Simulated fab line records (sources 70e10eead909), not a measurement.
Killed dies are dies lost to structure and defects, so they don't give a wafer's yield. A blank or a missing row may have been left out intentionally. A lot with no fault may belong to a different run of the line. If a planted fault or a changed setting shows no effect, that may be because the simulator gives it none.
fab line records	flow nand_harc
record: lots: 24	wafers: 72	last_day: 24
route steps=1159 shown P_ZERO_WELL@18 P_GATE@189 P_CONTACT@218
lots untouched by any fault: they come from a run of this same line in which no faults occurred
start_h: hours from the record's opening day to when the first of the lot's shown wafers began	wait_h: hours from the lot's prior step to this one	" same as the row above	L1.1+2: a single row standing in for several wafers	- no value, or no start given	* or withheld: withheld	< > ~ a bound
route shown NAME@n: names a module that has steps shown in the file, with the first one's number in the route	usual: average and standard deviation across the fault-free wafers	same: alike in all rows	chamber/n: place in a boat	sites: each site's reading	_std_site: the standard deviation of these	_edge_site: mean of outer sites minus mean of inner sites	radius_mm: how far each site lies from the wafer's centre	mask NAME#n: copy n	behind: tool/chamber where the wafer was last shaped	hold: the reason the lot was held/the length of the hold in hours/how it ended	device: whichever transistor did not switch (one of n, p or np)	end of line: tests run on the same wafers once the route is complete	a step with no rows: only its recipe	killed: not the wafer's yield, but the dies lost to structure and defects at the first sort	map: dies across one wafer; x = killed, . = not, _ = none there
set.NAME: the run value of the setting; set.NAME@STEP: its run value at that earlier step	model.NAME: the simulator's own value behind a step, which no gauge read
a sample of lots followed through the steps of the route, with each step as a table and each wafer as a row
services: when a tool's chamber went out of use (start_h, in hours from the record's first day, below 0 if earlier), for how many hours, and the reason
== steps ==
step: NHARC_P_ZERO_WELL_ETCH_62
recipe: target_depth_a: 130	time_s: 6.5	chf3_flow_sccm: 50	ar_flow_sccm: 200	rf_w: 500	bias_w: 200	chemistry: CHF3/Ar
usual: drypump_motor_current_A: 5.7/0.37	oes_product_au: 0.963/0.019	rf_vpp_V: 370.4/2.1	showerhead_plenum_p_Torr: 2.33/0.084	throttle_valve_pct: 20.216/0.0096
lot.wafer	tool	chamber	start_h	wait_h	drypump_motor_current_A	oes_product_au	rf_hours_counter_h	rf_vpp_V	showerhead_plenum_p_Torr	throttle_valve_pct
L074.1	rie_diel-03	2	-	-	6.0	0.946	11	369.0	2.26	20.223
L074.4	"	0	"	"	5.8	0.972	11	369.9	2.33	20.222
L074.6	"	2	"	"	6.0	0.946	-	369.0	2.26	20.222
L075.2	rie_diel-03	2	-	-	6.0	0.913	11	368.9	2.26	20.216
L075.4	"	3	"	"	5.5	0.934	11	373.1	2.49	20.226
L075.1	"	1	"	"	6.1	0.914	11	372.6	2.43	20.205
L076.1	rie_diel-07	1	-	-	5.9	0.976	6	368.7	2.23	20.220
L076.3	"	2	"	"	5.2	0.966	8	369.6	2.27	20.219
L076.5	"	3	"	"	5.1	0.953	-	371.4	2.38	20.220
L077.3	rie_diel-05	0	-	-	5.4	0.969	3	370.9	2.37	20.199
L077.6	"	1	"	"	5.1	0.982	-	366.9	2.21	20.222
L077.5	"	2	"	"	5.8	0.966	-	370.0	2.29	20.219
L078.2	rie_diel-07	0	-	-	6.0	0.982	9	369.0	2.31	20.205
L078.4	"	1	"	"	5.9	0.976	7	369.0	2.23	20.209
L078.5	"	3	"	"	5.1	0.947	-	371.7	2.38	20.210
L079.3	rie_diel-07	0	-	-	6.1	0.965	10	369.6	2.31	20.230
L079.6	"	0	"	"	6.1	0.972	-	369.6	2.31	20.212
L079.5	"	1	"	"	5.9	0.958	-	368.2	2.23	20.224
L080.3	rie_diel-03	1	-	-	6.1	0.960	0	372.9	2.42	20.226
L080.1	"	2	"	"	6.0	0.964	0	368.6	2.26	20.221
L080.5	"	1	"	"	6.1	0.956	-	372.0	2.42	20.209
L081.2	rie_diel-03	3	-	-	5.5	0.968	1	373.1	2.49	20.213
L081.3	"	0	"	"	5.9	0.960	1	370.7	2.33	20.223
L081.5	"	2	"	"	6.0	0.980	-	368.4	2.26	20.210
L082.1	rie_diel-05	0	-	-	5.4	0.949	5	370.9	2.37	20.216
L082.4	"	2	"	"	5.8	0.978	5	370.8	2.29	20.213
L082.5	"	1	"	"	5.1	0.997	-	368.1	2.21	20.220
L083.4	rie_diel-05	3	-	-	5.9	0.951	6	367.7	2.27	20.220
L083.2	"	1	"	"	5.1	0.967	6	366.9	2.21	20.210
L083.6	"	0	"	"	5.4	0.941	-	373.1	2.37	20.223
L084.2	rie_diel-03	3	-	-	5.5	0.963	1	373.4	2.49	20.212
L084.4	"	0	"	"	5.8	0.946	1	369.7	2.33	20.213
L084.6	"	1	"	"	6.1	0.953	-	373.3	2.42	20.215
L085.4	rie_diel-07	3	-	-	5.1	0.983	1	371.9	2.38	20.230
L085.5	"	0	"	"	6.0	0.977	-	370.3	2.31	20.224
L085.6	"	1	"	"	6.0	0.980	-	367.3	2.23	20.204
L086.2	rie_diel-05	0	-	-	5.4	0.963	6	369.7	2.37	20.210
L086.4	"	3	"	"	5.9	0.966	7	368.3	2.27	20.213
L086.6	"	0	"	"	5.4	0.962	-	371.5	2.37	20.221
L087.4	rie_diel-03	3	-	-	5.5	0.988	3	375.4	2.49	20.194
L087.2	"	0	"	"	5.8	0.984	3	370.1	2.33	20.217
L087.1	"	2	"	"	6.0	0.973	3	368.0	2.26	20.216
L088.1	rie_diel-05	0	-	-	5.4	0.956	7	370.9	2.37	20.218
L088.5	"	3	"	"	5.9	0.969	-	369.0	2.27	20.194
L088.6	"	0	"	"	5.4	0.956	-	370.6	2.37	20.219
L089.4	rie_diel-07	2	-	-	5.2	0.965	3	368.1	2.27	20.211
L089.1	"	0	"	"	6.0	0.970	3	369.2	2.31	20.195
L089.5	"	2	"	"	5.2	0.976	-	369.3	2.27	20.223
L090.3	rie_diel-07	0	-	-	6.1	0.914	3	370.2	2.31	20.219
L090.4	"	2	"	"	5.2	0.930	3	369.4	2.27	20.232
L090.6	"	3	"	"	5.1	0.932	-	371.9	2.38	20.208
L091.3	rie_diel-03	0	-	-	5.9	0.970	4	370.1	2.33	20.202
L091.1	"	1	"	"	6.1	0.964	4	371.3	2.42	20.214
L091.2	"	2	"	"	6.0	0.980	4	369.2	2.26	20.206
L092.3	rie_diel-05	3	-	-	5.9	0.955	10	368.9	2.27	20.209
L092.4	"	1	"	"	5.1	0.977	10	368.9	2.20	20.220
L092.5	"	2	"	"	5.8	0.973	-	368.6	2.29	20.215
L093.3	rie_diel-03	2	-	-	6.0	0.955	5	368.9	2.26	20.215
L093.2	"	0	"	"	5.8	0.984	4	370.3	2.33	20.223
L093.5	"	2	"	"	6.0	0.955	-	367.5	2.26	20.234
L094.1	rie_diel-03	0	-	-	5.9	0.971	5	370.1	2.33	20.201
L094.4	"	1	"	"	6.1	0.973	5	373.7	2.42	20.201
L094.6	"	1	"	"	6.2	0.975	-	371.8	2.42	20.227
L095.2	rie_diel-03	0	-	-	5.9	0.965	5	372.4	2.33	20.220
L095.6	"	1	"	"	6.2	0.948	-	371.2	2.42	20.209
L095.5	"	3	"	"	5.6	0.978	-	375.1	2.49	20.234
L096.3	rie_diel-03	3	-	-	5.5	0.933	6	373.7	2.49	20.213
L096.5	"	3	"	"	5.5	0.948	-	373.5	2.49	20.217
L096.6	"	0	"	"	5.8	0.931	-	371.7	2.33	20.208
L097.1	rie_diel-07	2	-	-	5.2	0.977	6	369.3	2.27	20.212
L097.4	"	3	"	"	5.0	0.972	6	371.8	2.38	20.205
L097.2	"	0	"	"	6.1	0.971	6	370.3	2.30	20.206
step: NHARC_P_ZERO_WELL_INSPECT_43
usual: raw_defect_count: 14/6.3
lot.wafer	tool	chamber	start_h	wait_h	raw_defect_count
L074.1	defect_inspect-01	-	19.70	0.6	18
L074.4	"	-	"	"	15
L074.6	"	-	"	"	5
L075.1	defect_inspect-01	-	25.55	0.6	9
L075.2	"	-	"	"	19
L075.4	"	-	"	"	13
L076.1	defect_inspect-01	-	31.62	0.6	10
L076.3	"	-	"	"	13
L076.5	"	-	"	"	14
L077.3	defect_inspect-02	-	37.70	0.4	12
L077.5	"	-	"	"	13
L077.6	"	-	"	"	19
L078.2	defect_inspect-01	-	43.77	0.5	5
L078.4	"	-	"	"	9
L078.5	"	-	"	"	11
L079.3	defect_inspect-02	-	49.60	0.4	14
L079.5	"	-	"	"	18
L079.6	"	-	"	"	7
L080.1	defect_inspect-02	-	55.55	0.6	14
L080.3	"	-	"	"	11
L080.5	"	-	"	"	19
L081.2	defect_inspect-01	-	61.56	0.5	19
L081.3	"	-	"	"	18
L081.5	"	-	"	"	13
L082.1	defect_inspect-02	-	67.37	0.6	8
L082.4	"	-	"	"	11
L082.5	"	-	"	"	6
L083.2	defect_inspect-02	-	79.48	0.5	17
L083.4	"	-	"	"	10
L083.6	"	-	"	"	18
L084.2	defect_inspect-01	-	79.59	0.5	24
L084.4	"	-	"	"	16
L084.6	"	-	"	"	16
L085.4	defect_inspect-01	-	85.54	0.2	10
L085.5	"	-	"	"	10
L085.6	"	-	"	"	12
L086.2	defect_inspect-01	-	91.69	0.5	22
L086.4	"	-	"	"	23
L086.6	"	-	"	"	22
L087.1	defect_inspect-02	-	97.62	0.6	7
L087.2	"	-	"	"	10
L087.4	"	-	"	"	10
L088.1	defect_inspect-01	-	103.47	0.6	8
L088.5	"	-	"	"	22
L088.6	"	-	"	"	11
L089.1	defect_inspect-01	-	109.50	0.6	11
L089.4	"	-	"	"	3
L089.5	"	-	"	"	14
L090.3	defect_inspect-02	-	115.56	0.3	33
L090.4	"	-	"	"	29
L090.6	"	-	"	"	22
L091.1	defect_inspect-01	-	121.43	0.6	19
L091.2	"	-	"	"	12
L091.3	"	-	"	"	19
L092.3	defect_inspect-02	-	127.62	0.4	18
L092.4	"	-	"	"	9
L092.5	"	-	"	"	13
L093.2	defect_inspect-02	-	133.62	0.5	13
L093.3	"	-	"	"	15
L093.5	"	-	"	"	22
L094.1	defect_inspect-02	-	139.75	0.6	29
L094.4	"	-	"	"	28
L094.6	"	-	"	"	19
L095.2	defect_inspect-02	-	145.64	0.5	11
L095.5	"	-	"	"	10
L095.6	"	-	"	"	14
L096.3	defect_inspect-02	-	151.63	0.3	4
L096.5	"	-	"	"	6
L096.6	"	-	"	"	3
L097.1	defect_inspect-01	-	157.57	0.6	5
L097.2	"	-	"	"	10
L097.4	"	-	"	"	9
step: NHARC_P_GATE_STRIP_112
recipe: power_w: 1500	temp_c: 110	time_s: 200	chemistry: N2/H2
usual: drypump_motor_current_A: 5.6/0.42	heater_power_w: 82/11
lot.wafer	tool	chamber	start_h	wait_h	drypump_motor_current_A	heater_power_w	rf_hours_counter_h
L074.1	plasma_asher-02	1	107.25	0.2	5.8	80	30
L074.4	"	1	"	"	5.8	81	-
L074.6	"	1	"	"	5.8	79	-
L075.1	plasma_asher-01	1	117.61	0.2	6.2	95	2
L075.2	"	0	"	"	5.1	69	2
L075.4	"	1	"	"	6.1	100	-
L076.1	plasma_asher-02	1	118.77	0.2	5.8	80	33
L076.3	"	0	"	"	5.2	78	-
L076.5	"	1	"	"	5.8	83	-
L079.3	plasma_asher-02	0	127.43	0.2	5.3	80	-
L079.6	"	0	"	"	5.3	79	-
L079.5	"	1	"	"	5.8	81	-
L078.2	plasma_asher-02	0	128.11	0.2	5.3	79	36
L078.4	"	1	"	"	5.8	81	-
L078.5	"	1	"	"	5.8	80	-
L077.3	plasma_asher-01	0	133.94	0.2	5.1	68	-
L077.5	"	0	"	"	5.1	71	-
L077.6	"	1	"	"	6.1	100	-
L080.1	plasma_asher-02	0	140.40	0.2	5.2	77	40
L080.3	"	1	"	"	5.8	81	-
L080.5	"	0	"	"	5.3	80	-
L081.2	plasma_asher-02	0	141.17	0.2	5.3	80	40
L081.3	"	0	"	"	5.3	79	-
L081.5	"	0	"	"	5.3	81	-
L083.2	plasma_asher-01	0	155.00	0.2	5.1	69	13
L083.4	"	0	"	"	5.1	70	-
L083.6	"	1	"	"	6.2	100	-
L084.2	plasma_asher-02	0	155.36	0.2	5.3	80	48
L084.4	"	0	"	"	5.3	81	-
L084.6	"	0	"	"	5.2	79	-
L082.1	plasma_asher-01	1	157.76	0.5	6.1	99	15
L082.4	"	0	"	"	5.1	70	-
L082.5	"	0	"	"	5.1	69	-
L085.4	plasma_asher-01	1	183.34	0.2	6.2	101	-
L085.5	"	0	"	"	5.1	70	-
L085.6	"	1	"	"	6.2	99	-
L087.2	plasma_asher-01	0	183.72	0.2	5.1	70	25
L087.1	"	1	"	"	6.2	103	25
L087.4	"	1	"	"	6.1	100	-
L086.2	plasma_asher-02	1	184.67	0.3	5.8	81	55
L086.4	"	1	"	"	5.8	81	-
L086.6	"	0	"	"	5.3	78	-
L088.1	plasma_asher-01	0	195.52	0.2	5.1	70	30
L088.6	"	0	"	"	5.1	71	-
L088.5	"	1	"	"	6.1	100	-
L089.1	plasma_asher-01	0	196.71	0.2	5.1	70	31
L089.4	"	1	"	"	6.2	100	-
L089.5	"	0	"	"	5.1	70	-
L090.3	plasma_asher-02	0	201.11	0.2	5.3	77	-
L090.4	"	1	"	"	5.8	82	-
L090.6	"	0	"	"	5.2	76	-
L091.1	plasma_asher-01	0	202.24	0.2	5.1	70	35
L091.2	"	1	"	"	6.2	100	35
L091.3	"	1	"	"	6.1	97	-
L092.4	plasma_asher-02	0	216.55	0.2	5.3	78	-
L092.3	"	1	"	"	5.9	83	-
L092.5	"	1	"	"	5.8	80	-
L093.2	plasma_asher-01	1	216.92	0.2	6.1	99	38
L093.3	"	0	"	"	5.1	69	-
L093.5	"	0	"	"	5.2	70	-
L094.1	plasma_asher-01	1	225.23	0.2	6.2	99	41
L094.4	"	1	"	"	6.2	98	-
L094.6	"	0	"	"	5.1	67	-
L095.2	plasma_asher-02	0	225.61	0.2	5.3	78	11
L095.5	"	0	"	"	5.2	76	-
L095.6	"	1	"	"	5.8	85	-
L096.3	plasma_asher-01	0	237.42	0.2	5.1	68	-
L096.6	"	0	"	"	5.1	69	-
L096.5	"	1	"	"	6.1	99	-
L097.2	plasma_asher-02	0	241.55	0.2	5.3	77	15
L097.1	"	1	"	"	5.8	83	15
L097.4	"	1	"	"	5.8	82	-
step: NHARC_P_GATE_DESCUM_93
recipe: time_s: 3	o2_flow_sccm: 200	ar_flow_sccm: 0	bias_power_w: 0	chemistry: O2
usual: drypump_motor_current_A: 5.7/0.45	o2_flow_sccm: 200.0/0.61	oes_product_au: 0.995/0.0083	rf_vpp_V: 57.7/0.94	showerhead_plenum_p_Torr: 1.91/0.099	throttle_valve_pct: 11.311/0.0094
lot.wafer	tool	chamber	start_h	wait_h	drypump_motor_current_A	o2_flow_sccm	oes_product_au	rf_hours_counter_h	rf_vpp_V	showerhead_plenum_p_Torr	throttle_valve_pct
L074.1	rie_diel-06	3	108.58	-	6.4	199.6	0.998	8	58.2	1.91	11.309
L074.4	"	1	"	"	5.4	200.2	1.004	-	56.8	1.94	11.302
L074.6	"	2	"	"	5.3	200.0	1.000	-	57.8	2.06	11.310
L075.2	rie_diel-09	3	118.94	-	5.7	199.1	0.999	10	57.0	1.82	11.304
L075.1	"	0	"	"	5.5	199.9	0.991	9	58.3	1.89	11.315
L075.4	"	2	"	"	5.5	200.0	1.006	10	58.4	1.93	11.315
L076.1	rie_diel-09	1	120.11	-	4.7	200.0	0.998	9	59.0	2.01	11.305
L076.3	"	2	"	"	5.5	200.3	1.005	10	57.3	1.93	11.313
L076.5	"	1	"	"	4.7	200.5	0.998	-	56.6	2.01	11.314
L079.3	rie_diel-11	0	128.65	-	6.5	199.9	0.989	31	58.6	1.78	11.304
L079.5	"	2	"	"	5.9	200.7	1.002	-	57.5	1.77	11.311
L079.6	"	3	"	"	5.5	200.8	0.987	-	56.7	1.98	11.317
L078.4	rie_diel-06	3	129.28	-	6.4	200.0	0.992	12	57.1	1.91	11.304
L078.2	"	2	"	"	5.3	200.6	0.989	11	58.7	2.06	11.320
L078.5	"	3	"	"	6.4	200.9	0.995	-	57.2	1.91	11.309
L077.3	rie_diel-06	1	135.06	-	5.4	199.4	0.993	12	56.5	1.93	11.309
L077.5	"	1	"	"	5.4	200.0	0.993	-	56.9	1.93	11.294
L077.6	"	2	"	"	5.3	199.8	0.988	-	57.9	2.06	11.311
L080.3	rie_diel-11	3	141.57	-	5.5	200.4	0.985	43	57.5	1.98	11.322
L080.1	"	2	"	"	5.9	200.0	0.997	42	57.3	1.77	11.303
L080.5	"	0	"	"	6.5	200.8	0.978	-	56.6	1.78	11.310
L081.2	rie_diel-06	1	142.48	-	5.4	199.8	0.988	13	57.4	1.93	11.307
L081.3	"	2	"	"	5.3	199.1	0.991	13	58.7	2.05	11.319
L081.5	"	2	"	"	5.3	200.3	0.995	-	56.6	2.05	11.314
L083.4	rie_diel-06	1	156.20	-	5.4	199.6	0.993	15	58.1	1.93	11.305
L083.2	"	2	"	"	5.3	200.9	1.002	15	58.5	2.05	11.303
L083.6	"	0	"	"	5.5	200.8	0.990	-	57.3	1.77	11.317
L084.2	rie_diel-11	2	156.66	-	5.9	201.2	0.997	48	57.5	1.77	11.319
L084.4	"	0	"	"	6.5	200.3	0.993	43	55.8	1.77	11.316
L084.6	"	2	"	"	5.9	200.2	1.004	-	57.2	1.77	11.298
L082.1	rie_diel-09	0	159.07	-	5.4	199.7	0.975	23	57.3	1.89	11.323
L082.4	"	1	"	"	4.7	200.1	1.011	24	58.1	2.01	11.313
L082.5	"	0	"	"	5.4	198.8	0.989	-	57.6	1.89	11.314
L085.5	rie_diel-11	0	184.60	-	6.5	200.6	0.988	-	57.3	1.77	11.303
L085.4	"	1	"	"	5.9	199.1	1.009	-	55.5	1.82	11.315
L085.6	"	3	"	"	5.5	200.0	0.986	-	56.3	1.98	11.313
L087.4	rie_diel-06	0	185.07	-	5.5	200.1	0.992	19	55.6	1.77	11.304
L087.1	"	2	"	"	5.3	199.4	1.008	22	57.6	2.05	11.316
L087.2	"	3	"	"	6.4	199.5	0.997	23	58.4	1.90	11.312
L086.4	rie_diel-06	2	185.84	-	5.3	199.7	0.993	22	58.7	2.05	11.316
L086.2	"	1	"	"	5.4	199.6	1.004	21	59.6	1.93	11.322
L086.6	"	2	"	"	5.3	199.5	1.011	-	58.9	2.05	11.300
L088.1	rie_diel-06	2	196.89	-	5.3	200.3	1.004	23	58.1	2.05	11.325
L088.5	"	1	"	"	5.5	199.5	0.991	-	58.2	1.93	11.310
L088.6	"	2	"	"	5.3	200.0	1.006	-	59.1	2.05	11.299
L089.4	rie_diel-06	0	198.08	-	5.5	200.6	0.992	22	56.6	1.77	11.324
L089.1	"	1	"	"	5.4	199.7	1.005	23	57.5	1.93	11.309
L089.5	"	0	"	"	5.5	200.0	0.999	-	57.2	1.77	11.312
L090.3	rie_diel-11	3	202.27	-	5.5	199.3	0.996	1	56.9	1.98	11.308
L090.4	"	0	"	"	6.5	199.9	0.986	-	57.0	2.08	11.318
L090.6	"	1	"	"	5.9	200.4	1.000	-	58.0	1.82	11.310
L091.2	rie_diel-11	0	203.62	-	6.5	200.2	0.986	2	57.9	2.08	11.300
L091.3	"	1	"	"	5.9	201.3	0.990	2	59.1	1.82	11.300
L091.1	"	3	"	"	5.5	199.9	0.987	2	58.6	1.98	11.330
L092.3	rie_diel-09	2	217.84	-	5.5	200.2	0.997	49	57.6	1.92	11.304
L092.5	"	0	"	"	5.5	199.6	0.989	-	56.5	1.88	11.312
L092.4	"	2	"	"	5.5	200.0	0.999	-	57.1	1.92	11.312
L093.2	rie_diel-06	0	218.25	-	5.5	199.1	0.995	27	56.6	1.77	11.311
L093.3	"	1	"	"	5.4	198.6	1.004	28	58.9	1.93	11.293
L093.5	"	3	"	"	6.4	200.1	0.990	-	55.9	1.90	11.293
L094.1	rie_diel-09	2	226.55	-	5.5	200.3	1.005	52	58.5	1.92	11.315
L094.4	"	3	"	"	5.7	199.9	0.999	49	58.2	1.80	11.308
L094.6	"	1	"	"	4.8	200.6	0.997	-	58.2	2.00	11.303
L095.2	rie_diel-06	3	226.98	-	6.4	199.7	0.993	31	57.8	1.90	11.312
L095.6	"	0	"	"	5.5	201.0	0.989	-	56.7	1.77	11.313
L095.5	"	1	"	"	5.4	201.6	1.004	-	59.6	1.93	11.294
L096.3	rie_diel-11	2	238.69	-	5.9	199.7	0.990	10	58.2	2.07	11.300
L096.5	"	2	"	"	5.9	200.1	0.993	-	59.5	2.07	11.298
L096.6	"	3	"	"	5.5	200.1	0.996	-	58.0	1.98	11.284
L097.4	rie_diel-11	2	242.90	-	5.9	199.3	0.992	10	57.2	2.07	11.320
L097.2	"	0	"	"	6.5	200.4	0.980	15	57.2	2.07	11.296
L097.1	"	1	"	"	5.9	201.1	0.995	15	57.9	1.81	11.312
step: NHARC_P_CONTACT_DEP_00
recipe: target_thk_a: 5000	temp_c: 400	pressure_torr: 6.5	rf_w: 900	teos_flow_sccm: 161.4	flow_sccm: 2650	target_thk_nm: 500	gas: O2	material: SiO2
usual: heater_power_outer_w: 332/59	heater_power_w: 603/89	throttle_valve_pct: 15.9/0.5
lot.wafer	tool	chamber	start_h	wait_h	heater_power_outer_w	heater_power_w	throttle_valve_pct
L074.1	pecvd-02	1	-	-	473	732	16.4
L074.6	"	0	"	"	316	603	14.9
L074.4	"	1	"	"	338	572	16.0
L075.1	pecvd-02	1	-	-	463	707	16.7
L075.2	"	2	"	"	299	631	16.1
L075.4	"	1	"	"	472	734	16.2
L076.1	pecvd-02	2	-	-	341	672	16.1
L076.3	"	1	"	"	349	590	16.4
L076.5	"	0	"	"	210	463	15.3
L079.3	pecvd-04	1	-	-	382	625	15.3
L079.6	"	0	"	"	311	540	15.9
L079.5	"	2	"	"	268	573	16.1
L078.2	pecvd-02	0	-	-	252	545	15.1
L078.4	"	1	"	"	390	627	16.2
L078.5	"	0	"	"	283	560	15.1
L077.3	pecvd-03	0	-	-	284	477	16.3
L077.6	"	1	"	"	347	579	15.8
L077.5	"	0	"	"	299	491	16.2
L080.3	pecvd-02	0	-	-	275	557	15.4
L080.1	"	1	"	"	343	572	16.5
L080.5	"	0	"	"	290	571	15.2
L081.3	pecvd-02	1	-	-	398	658	16.7
L081.2	"	0	"	"	258	521	15.3
L081.5	"	1	"	"	425	692	16.4
L083.2	pecvd-03	0	-	-	281	475	16.1
L083.6	"	2	"	"	276	590	15.9
L083.4	"	1	"	"	342	591	16.1
L084.2	pecvd-04	2	-	-	391	725	16.3
L084.4	"	2	"	"	277	575	16.3
L084.6	"	0	"	"	263	476	16.2
L082.1	pecvd-03	1	-	-	342	563	16.3
L082.4	"	1	"	"	348	592	16.3
L082.5	"	0	"	"	292	490	16.4
L085.6	pecvd-02	0	-	-	345	673	15.1
L085.4	"	1	"	"	462	734	16.2
L085.5	"	2	"	"	227	504	16.0
L087.1	pecvd-04	2	-	-	376	708	16.4
L087.2	"	1	"	"	402	612	15.3
L087.4	"	1	"	"	296	494	15.6
L086.2	pecvd-04	0	-	-	303	531	16.3
L086.4	"	2	"	"	399	744	16.2
L086.6	"	0	"	"	308	536	16.4
L088.1	pecvd-02	0	-	-	235	491	15.0
L088.6	"	1	"	"	409	667	15.7
L088.5	"	2	"	"	335	657	16.0
L089.1	pecvd-02	1	-	-	330	566	16.2
L089.4	"	2	"	"	341	673	15.8
L089.5	"	0	"	"	295	584	14.8
L091.3	pecvd-02	0	-	-	315	624	15.2
L091.1	"	1	"	"	402	655	16.2
L091.2	"	2	"	"	358	652	16.1
L090.3	pecvd-04	0	-	-	222	424	16.6
L090.6	"	0	"	"	237	453	16.7
L090.4	"	1	"	"	363	561	15.0
L092.3	pecvd-03	1	-	-	364	604	16.1
L092.5	"	2	"	"	375	742	16.1
L092.4	"	0	"	"	293	490	16.3
L093.3	pecvd-02	2	-	-	333	664	16.1
L093.2	"	1	"	"	381	628	15.9
L093.5	"	2	"	"	344	665	15.7
L094.1	pecvd-02	2	-	-	347	647	15.8
L094.6	"	2	"	"	226	496	15.9
L094.4	"	1	"	"	436	713	16.2
L095.2	pecvd-04	1	-	-	348	569	14.9
L095.5	"	0	"	"	193	382	16.5
L095.6	"	1	"	"	373	594	15.4
L096.3	pecvd-03	1	-	-	377	621	16.7
L096.6	"	1	"	"	257	482	16.5
L096.5	"	0	"	"	246	429	16.3
L097.2	pecvd-03	1	-	-	373	613	16.4
L097.1	"	0	"	"	303	494	16.4
L097.4	"	2	"	"	380	731	16.3
step: NHARC_P_CONTACT_PVD_32
recipe: target_thk_a: 50	chamber_pressure_pa: 5	power_w: 5000	substrate_temp_c: 200	time_s: 17.7	material: Ti
usual: throttle_valve_pct: 29.9/1.5
lot.wafer	tool	chamber	start_h	wait_h	throttle_valve_pct
L074.1	pvd_sputter-03	-	-	-	30.1
L074.4	"	-	"	"	32.3
L074.6	"	-	"	"	28.5
L075.1	pvd_sputter-02	-	-	-	28.0
L075.2	"	-	"	"	30.7
L075.4	"	-	"	"	29.2
L076.3	pvd_sputter-03	-	-	-	29.8
L076.1	"	-	"	"	32.4
L076.5	"	-	"	"	28.7
L079.3	pvd_sputter-01	-	-	-	27.6
L079.5	"	-	"	"	28.8
L079.6	"	-	"	"	30.6
L078.2	pvd_sputter-01	-	-	-	30.4
L078.4	"	-	"	"	30.5
L078.5	"	-	"	"	28.7
L077.3	pvd_sputter-02	-	-	-	31.7
L077.5	"	-	"	"	30.9
L077.6	"	-	"	"	31.7
L080.3	pvd_sputter-02	-	-	-	28.3
L080.1	"	-	"	"	31.7
L080.5	"	-	"	"	28.1
L081.3	pvd_sputter-02	-	-	-	31.4
L081.2	"	-	"	"	28.3
L081.5	"	-	"	"	31.2
L083.4	pvd_sputter-02	-	-	-	31.0
L083.2	"	-	"	"	31.6
L083.6	"	-	"	"	31.7
L084.2	pvd_sputter-03	-	-	-	28.7
L084.4	"	-	"	"	30.2
L084.6	"	-	"	"	28.4
L082.4	pvd_sputter-03	-	-	-	28.6
L082.1	"	-	"	"	30.0
L082.5	"	-	"	"	32.4
L085.4	pvd_sputter-03	-	-	-	29.9
L085.5	"	-	"	"	28.6
L085.6	"	-	"	"	29.9
L087.2	pvd_sputter-02	-	-	-	29.4
L087.4	"	-	"	"	30.9
L087.1	"	-	"	"	32.0
L086.2	pvd_sputter-02	-	-	-	29.4
L086.4	"	-	"	"	27.9
L086.6	"	-	"	"	31.6
L088.1	pvd_sputter-01	-	-	-	30.7
L088.5	"	-	"	"	30.2
L088.6	"	-	"	"	27.9
L089.4	pvd_sputter-03	-	-	-	30.2
L089.1	"	-	"	"	28.4
L089.5	"	-	"	"	29.7
L091.3	pvd_sputter-02	-	-	-	31.1
L091.2	"	-	"	"	31.5
L091.1	"	-	"	"	29.1
L090.4	pvd_sputter-01	-	-	-	28.0
L090.3	"	-	"	"	27.8
L090.6	"	-	"	"	30.6
L092.4	pvd_sputter-01	-	-	-	27.7
L092.3	"	-	"	"	30.3
L092.5	"	-	"	"	30.5
L093.3	pvd_sputter-02	-	-	-	31.6
L093.2	"	-	"	"	30.9
L093.5	"	-	"	"	31.6
L094.4	pvd_sputter-01	-	-	-	28.2
L094.1	"	-	"	"	30.1
L094.6	"	-	"	"	28.1
L095.2	pvd_sputter-03	-	-	-	29.5
L095.5	"	-	"	"	28.7
L095.6	"	-	"	"	28.8
L096.3	pvd_sputter-02	-	-	-	31.0
L096.5	"	-	"	"	31.1
L096.6	"	-	"	"	31.7
L097.4	pvd_sputter-02	-	-	-	31.4
L097.1	"	-	"	"	31.5
L097.2	"	-	"	"	30.3
== services ==
tool	chamber	start_h	hours	kind
rie_diel-03	0	-9.64	8.7	repair
rie_diel-11	-	12.57	9.0	pm
plasma_asher-02	-	12.65	9.0	pm
pecvd-02	0	27.98	17.5	repair
pvd_sputter-02	-	36.01	10.0	pm
rie_diel-03	-	38.30	9.0	pm
rie_diel-11	0	48.97	13.1	repair
rie_diel-06	-	64.20	9.0	pm
pecvd-02	-	65.98	0.3	repair
pvd_sputter-02	-	86.92	4.1	repair
plasma_asher-01	-	99.00	9.0	pm
rie_diel-06	0	105.37	14.6	repair
pecvd-02	-	128.11	0.8	repair
rie_diel-03	2	134.41	12.3	repair
plasma_asher-01	-	140.72	6.7	repair
pecvd-02	-	153.09	13.0	pm
plasma_asher-02	-	162.79	7.9	repair
pecvd-02	-	169.58	1.4	repair
pvd_sputter-02	-	174.14	7.8	repair
plasma_asher-02	-	189.65	9.0	pm
pvd_sputter-02	-	214.01	10.0	pm
rie_diel-03	-	215.30	9.0	pm
rie_diel-06	-	221.35	1.5	repair
rie_diel-06	-	241.20	9.0	pm
== key ==
fault none
